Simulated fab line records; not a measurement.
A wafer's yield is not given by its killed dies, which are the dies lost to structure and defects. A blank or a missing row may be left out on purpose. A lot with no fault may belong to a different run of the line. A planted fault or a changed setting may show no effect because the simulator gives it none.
A sampling plan put to the test ; flow nand-harc ; each of the 13 faults these records tell of, on one fab line, judged from the records of the lots it struck
What counts as the plan is the set of the line's own looks, namely the steps on the route at which a gauge or an inspection reads a wafer and does not change it. A look is open to judgement when struck wafers have a number at it and the file gives its usual mean and standard deviation on fault-free wafers. Caught: 4 or more of those standard deviations (sigma) separate the usual mean from the mean of the struck wafers at a look after the fault's first step. On the tool: the fault's steps, tested the same way using the tool's own readings. It also counts as caught if the struck wafers ran another recipe or if their record alone is blank.

== THE FAULTS, as the simulator had put them in ==
1. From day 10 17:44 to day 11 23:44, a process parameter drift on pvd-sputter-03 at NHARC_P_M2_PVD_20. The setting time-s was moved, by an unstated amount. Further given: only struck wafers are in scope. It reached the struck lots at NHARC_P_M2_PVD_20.
2. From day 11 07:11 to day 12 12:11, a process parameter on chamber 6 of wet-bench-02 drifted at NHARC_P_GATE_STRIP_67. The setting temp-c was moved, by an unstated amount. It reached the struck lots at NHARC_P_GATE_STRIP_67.
3. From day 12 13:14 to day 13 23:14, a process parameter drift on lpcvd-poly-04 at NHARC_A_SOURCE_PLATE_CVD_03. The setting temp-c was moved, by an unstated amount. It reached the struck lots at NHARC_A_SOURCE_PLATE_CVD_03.
4. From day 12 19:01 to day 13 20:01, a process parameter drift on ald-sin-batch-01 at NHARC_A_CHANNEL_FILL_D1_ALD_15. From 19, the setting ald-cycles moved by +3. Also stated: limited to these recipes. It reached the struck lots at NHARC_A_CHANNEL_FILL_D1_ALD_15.
5. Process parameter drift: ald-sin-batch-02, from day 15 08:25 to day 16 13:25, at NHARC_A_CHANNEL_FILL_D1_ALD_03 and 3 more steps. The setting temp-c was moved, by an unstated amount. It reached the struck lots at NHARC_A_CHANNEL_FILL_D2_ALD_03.
6. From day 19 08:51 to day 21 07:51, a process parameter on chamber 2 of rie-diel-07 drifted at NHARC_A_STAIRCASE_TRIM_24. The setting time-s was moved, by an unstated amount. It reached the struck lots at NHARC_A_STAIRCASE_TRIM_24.
7. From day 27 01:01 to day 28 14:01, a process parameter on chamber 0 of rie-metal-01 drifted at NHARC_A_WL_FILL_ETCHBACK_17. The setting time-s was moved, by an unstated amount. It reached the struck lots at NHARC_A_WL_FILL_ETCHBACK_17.
8. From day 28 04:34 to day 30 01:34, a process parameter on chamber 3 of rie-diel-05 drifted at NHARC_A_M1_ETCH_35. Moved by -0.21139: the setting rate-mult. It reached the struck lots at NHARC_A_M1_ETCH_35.
9. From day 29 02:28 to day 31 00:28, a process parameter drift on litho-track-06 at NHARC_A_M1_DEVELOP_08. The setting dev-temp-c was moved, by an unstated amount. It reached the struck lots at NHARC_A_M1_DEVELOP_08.
10. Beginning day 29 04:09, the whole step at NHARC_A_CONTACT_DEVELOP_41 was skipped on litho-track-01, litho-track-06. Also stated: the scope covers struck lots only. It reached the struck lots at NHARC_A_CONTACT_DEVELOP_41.
11. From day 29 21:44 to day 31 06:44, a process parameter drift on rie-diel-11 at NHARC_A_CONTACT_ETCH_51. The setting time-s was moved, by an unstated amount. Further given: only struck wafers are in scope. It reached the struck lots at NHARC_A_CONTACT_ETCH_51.
12. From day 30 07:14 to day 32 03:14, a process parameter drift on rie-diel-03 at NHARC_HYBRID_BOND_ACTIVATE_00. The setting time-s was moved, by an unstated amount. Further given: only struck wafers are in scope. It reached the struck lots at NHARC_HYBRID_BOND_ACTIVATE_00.
13. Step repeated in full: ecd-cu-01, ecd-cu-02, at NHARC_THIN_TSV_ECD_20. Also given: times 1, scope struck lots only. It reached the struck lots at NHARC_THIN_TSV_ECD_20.

== WHAT THE PLAN SAW ==
fault;on the tool itself;first look that catches it;reading, sigma;median hours from its first step to that look;hours from the fault's start to the first struck lot there;judged looks passed uncaught
1;under 2 sigma;not the one look that can be judged after it;-;-;-;1
2;temp-c -35 sigma;no look after it can be judged;-;-;-;0
3;spike-tc-lower-C +14 sigma;NHARC_A_SOURCE_PLATE_THK_MEAS_06;thk-nm +43;10.5;29;0
4;under 2 sigma;no look after it can be judged;-;-;-;0
5;susceptor-temp-C +47 sigma;no look after it can be judged;-;-;-;0
6;run-length-s -96 sigma;not the one look that can be judged after it;-;-;-;1
7;run-length-s -21 sigma;no look after it can be judged;-;-;-;0
8;oes-product-au -10 sigma;not the one look that can be judged after it;strongest: sort_bin_4_pct at NHARC_END_SORT_01, +2.4;-;-;1
9;developer-temp-C -9.2 sigma;not the one look that can be judged after it;-;-;-;1
10;the tool's record is blank for the struck wafers;no look after it can be judged;-;-;-;0
11;run-length-s -99 or beyond sigma;no look after it can be judged;-;-;-;0
12;only faintly: run-length-s -3.8 sigma;no look after it can be judged;-;-;-;0
13;no reading that can be judged;not the one look that can be judged after it;-;-;-;1
A dash: the fault isn't caught, or these records don't give the number.

Caught at a look: 1 of 13. Caught on the tool: 9 of 13. By one or the other: 9 of 13.
On the tool alone, faults 2, 5, 6, 7, 8, 9, 10, 11 were caught.
Caught by neither: faults 1, 4, 12, 13.

== THINNER SAMPLING ==
Were the look that catches a fault to measure just every second or every third lot (counted by lot number), the first struck lot would, at worst, be measured this late:
fault;struck lots at that look, in order of time;every lot;every second lot;every third lot
3;L944, L943, L942;29 h;29 h;29 h
Hours are from the fault's start to the first struck lot that is measured. Since the struck wafers were tested as one group against 4 sigma, a single lot by itself may lie under the limit. Other struck lots may not be in these records.

== THE LONGEST TIMED WAY FROM STEP TO LOOK ==
Fault 3: median gap of 10.5 hours between NHARC_A_SOURCE_PLATE_CVD_03 and NHARC_A_SOURCE_PLATE_THK_MEAS_06. No look between them can be judged.
